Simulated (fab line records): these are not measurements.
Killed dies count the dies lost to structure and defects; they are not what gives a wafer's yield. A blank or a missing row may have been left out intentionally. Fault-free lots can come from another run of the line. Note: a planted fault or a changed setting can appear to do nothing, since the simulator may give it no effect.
Which tool did it? / flow n5-finfet / 12 lots, 34 wafers sampled, at 4 steps of a route of 1938

## WHAT EACH GAUGE READ, for each wafer
N5_BEOL_M7_CD_MEAS_35 targets a cd of 40 nm. Usual: cd-nm reads 40.2 nm (standard deviation 0.64).
lot=L296; measured=day 9 22:20; on=cd-sem-02; cd-nm (nm)=40.1 40.2 39.0; flag=
lot=L297; measured=day 10 02:49; on=cd-sem-01; cd-nm (nm)=40.2 39.6 40.5; flag=
lot=L298; measured=day 10 05:12; on=cd-sem-02; cd-nm (nm)=40.2 41.4 40.7; flag=
lot=L300; measured=day 10 05:22; on=cd-sem-02; cd-nm (nm)=39.9 40.6 40.7; flag=
lot=L299; measured=day 10 12:18; on=cd-sem-03; cd-nm (nm)=40.7 39.2 40.4; flag=
lot=L305; measured=day 11 04:20; on=cd-sem-01; cd-nm (nm)=39.6 40.4; flag=
lot=L306; measured=day 11 22:43; on=cd-sem-03; cd-nm (nm)=40.6 40.7 40.3; flag=
lot=L308; measured=day 12 10:46; on=cd-sem-01; cd-nm (nm)=40.9 40.7 39.1; flag=
lot=L312; measured=day 13 14:37; on=cd-sem-03; cd-nm (nm)=40.1 41.4 41.1; flag=
lot=L315; measured=day 13 21:16; on=cd-sem-02; cd-nm (nm)=40.8 41.2 39.8; flag=
lot=L319; measured=day 15 12:11; on=cd-sem-02; cd-nm (nm)=40.5 41.1 41.1; flag=
lot=L318; measured=day 16 06:26; on=cd-sem-02; cd-nm (nm)=40.0 39.8; flag=

N5_BEOL_M7_RS_MEAS_57: the measuring method here is four-point-probe. Usual: M7_RS 0.291 ohm/sq, standard deviation 0.011.
lot=L296; measured=day 10 00:34; on=film-metro-02; M7_RS (ohm/sq)=0.289 0.291 0.309; flag=
lot=L297; measured=day 10 05:01; on=film-metro-02; M7_RS (ohm/sq)=0.288 0.274 0.274; flag=
lot=L298; measured=day 10 08:15; on=film-metro-01; M7_RS (ohm/sq)=0.288 0.295 0.314; flag=
lot=L300; measured=day 10 08:51; on=film-metro-01; M7_RS (ohm/sq)=0.285 0.278 0.288; flag=
lot=L299; measured=day 10 16:16; on=film-metro-01; M7_RS (ohm/sq)=0.306 0.297 0.306; flag=
lot=L305; measured=day 11 06:59; on=film-metro-02; M7_RS (ohm/sq)=0.271 0.295; flag=
lot=L306; measured=day 12 01:25; on=film-metro-02; M7_RS (ohm/sq)=0.283 0.284 0.297; flag=
lot=L308; measured=day 12 16:41; on=film-metro-02; M7_RS (ohm/sq)=0.297 0.293 0.287; flag=
lot=L312; measured=day 13 18:47; on=film-metro-01; M7_RS (ohm/sq)=0.300 0.285 0.283; flag=
lot=L315; measured=day 13 23:32; on=film-metro-01; M7_RS (ohm/sq)=0.300 0.286 0.287; flag=
lot=L319; measured=day 15 15:35; on=film-metro-02; M7_RS (ohm/sq)=0.297 0.276 0.303; flag=
lot=L318; measured=day 16 08:52; on=film-metro-02; M7_RS (ohm/sq)=0.287 0.285; flag=

## TOOL THAT RAN EACH LOT (tool first, then ch and the chambers of the sampled wafers, then the start)
lot=L296; N5_BEOL_M7_CURE_75=uv-cure-03 ch 2, day 9 22:25; N5_BEOL_M7_ALD_77=ald-metal-04 ch 0,2, day 9 22:50
lot=L297; N5_BEOL_M7_CURE_75=uv-cure-02 ch 1, day 10 02:51; N5_BEOL_M7_ALD_77=ald-metal-01 ch 0,2,3, day 10 03:18
lot=L298; N5_BEOL_M7_CURE_75=uv-cure-02 ch 2, day 10 05:38; N5_BEOL_M7_ALD_77=ald-metal-01 ch 1,2,3, day 10 06:20
lot=L300; N5_BEOL_M7_CURE_75=uv-cure-02 ch 0, day 10 06:14; N5_BEOL_M7_ALD_77=ald-metal-01 ch 0,2, day 10 06:44
lot=L299; N5_BEOL_M7_CURE_75=uv-cure-02 ch 1, day 10 12:23; N5_BEOL_M7_ALD_77=ald-metal-02 ch 1,2,3, day 10 13:11
lot=L305; N5_BEOL_M7_CURE_75=uv-cure-01 ch 1, day 11 04:30; N5_BEOL_M7_ALD_77=ald-metal-02 ch 0,2, day 11 05:16
lot=L306; N5_BEOL_M7_CURE_75=uv-cure-02 ch 2, day 11 22:46; N5_BEOL_M7_ALD_77=ald-metal-02 ch 1,3, day 11 23:49
lot=L308; N5_BEOL_M7_CURE_75=uv-cure-02 ch 0, day 12 10:58; N5_BEOL_M7_ALD_77=ald-metal-02 ch 0,2,3, day 12 11:15
lot=L312; N5_BEOL_M7_CURE_75=uv-cure-02 ch 0, day 13 14:47; N5_BEOL_M7_ALD_77=ald-metal-01 ch 0,1,3, day 13 15:31
lot=L315; N5_BEOL_M7_CURE_75=uv-cure-02 ch 1, day 13 21:18; N5_BEOL_M7_ALD_77=ald-metal-01 ch 1,3, day 13 22:01
lot=L319; N5_BEOL_M7_CURE_75=uv-cure-03 ch 2, day 15 12:14; N5_BEOL_M7_ALD_77=ald-metal-04 ch 1,2, day 15 13:06
lot=L318; N5_BEOL_M7_CURE_75=uv-cure-03 ch 0, day 16 06:38; N5_BEOL_M7_ALD_77=ald-metal-02 ch 0,1, day 16 07:07
- N5_BEOL_M7_CURE_75: cures SiCOH lowk, time 120 s.
- N5_BEOL_M7_ALD_77: deposits TaN, target thk 2 nm, pulse time 2 s, purge time 3 s.

## WHAT THE TOOLS THEMSELVES READ (means of the sampled wafers that have a number; where no wafer has one, the mark that the record gives instead)
N5_BEOL_M7_CURE_75. Usual: lamp-power-pct 52.32 %, standard deviation 0.055; wafer_temp_C_max 372.1, standard deviation 0.66.
lot=L296; tool=uv-cure-03; lamp-power-pct (%)=52.31; wafer_temp_C_max=372.6; flag=
lot=L297; tool=uv-cure-02; lamp-power-pct (%)=52.32; wafer_temp_C_max=372.1; flag=
lot=L298; tool=uv-cure-02; lamp-power-pct (%)=52.34; wafer_temp_C_max=372.8; flag=
lot=L300; tool=uv-cure-02; lamp-power-pct (%)=52.30; wafer_temp_C_max=371.8; flag=
lot=L299; tool=uv-cure-02; lamp-power-pct (%)=52.30; wafer_temp_C_max=371.5; flag=
lot=L305; tool=uv-cure-01; lamp-power-pct (%)=52.30; wafer_temp_C_max=373.1; flag=
lot=L306; tool=uv-cure-02; lamp-power-pct (%)=52.32; wafer_temp_C_max=372.6; flag=
lot=L308; tool=uv-cure-02; lamp-power-pct (%)=52.33; wafer_temp_C_max=371.5; flag=
lot=L312; tool=uv-cure-02; lamp-power-pct (%)=52.33; wafer_temp_C_max=371.6; flag=
lot=L315; tool=uv-cure-02; lamp-power-pct (%)=52.36; wafer_temp_C_max=372.3; flag=
lot=L319; tool=uv-cure-03; lamp-power-pct (%)=52.34; wafer_temp_C_max=372.5; flag=
lot=L318; tool=uv-cure-03; lamp-power-pct (%)=52.36; wafer_temp_C_max=371.4; flag=

N5_BEOL_M7_ALD_77. Usual: heater-power-w reads 443 W (standard deviation 54).
lot=L296; tool=ald-metal-04; heater-power-w (W)=449; flag=
lot=L297; tool=ald-metal-01; heater-power-w (W)=410; flag=
lot=L298; tool=ald-metal-01; heater-power-w (W)=428; flag=
lot=L300; tool=ald-metal-01; heater-power-w (W)=405; flag=
lot=L299; tool=ald-metal-02; heater-power-w (W)=449; flag=
lot=L305; tool=ald-metal-02; heater-power-w (W)=452; flag=
lot=L306; tool=ald-metal-02; heater-power-w (W)=489; flag=
lot=L308; tool=ald-metal-02; heater-power-w (W)=435; flag=
lot=L312; tool=ald-metal-01; heater-power-w (W)=408; flag=
lot=L315; tool=ald-metal-01; heater-power-w (W)=427; flag=
lot=L319; tool=ald-metal-04; heater-power-w (W)=457; flag=
lot=L318; tool=ald-metal-02; heater-power-w (W)=520; flag=

## THE ANSWER, worked out from the rows above alone
Rule: a lot is off if the mean of its wafers that have a number lies more than 3 standard deviations from the usual mean. A lot without any number at a reading at which 4 lots or more have one is off too. Where the step has rows for the other lots, those lots are counted as sound. The gauges are gone through in route order, then the tools' own readings, and for those a lot's mean is taken as printed above. At the first step where some lot is off, the reading lying furthest off is the one used; lots without a number count as furthest.
No lot is off on any of the readings shown, so nothing can be concluded from this.

## WHAT HAD BEEN PUT IN BY THE SIMULATOR
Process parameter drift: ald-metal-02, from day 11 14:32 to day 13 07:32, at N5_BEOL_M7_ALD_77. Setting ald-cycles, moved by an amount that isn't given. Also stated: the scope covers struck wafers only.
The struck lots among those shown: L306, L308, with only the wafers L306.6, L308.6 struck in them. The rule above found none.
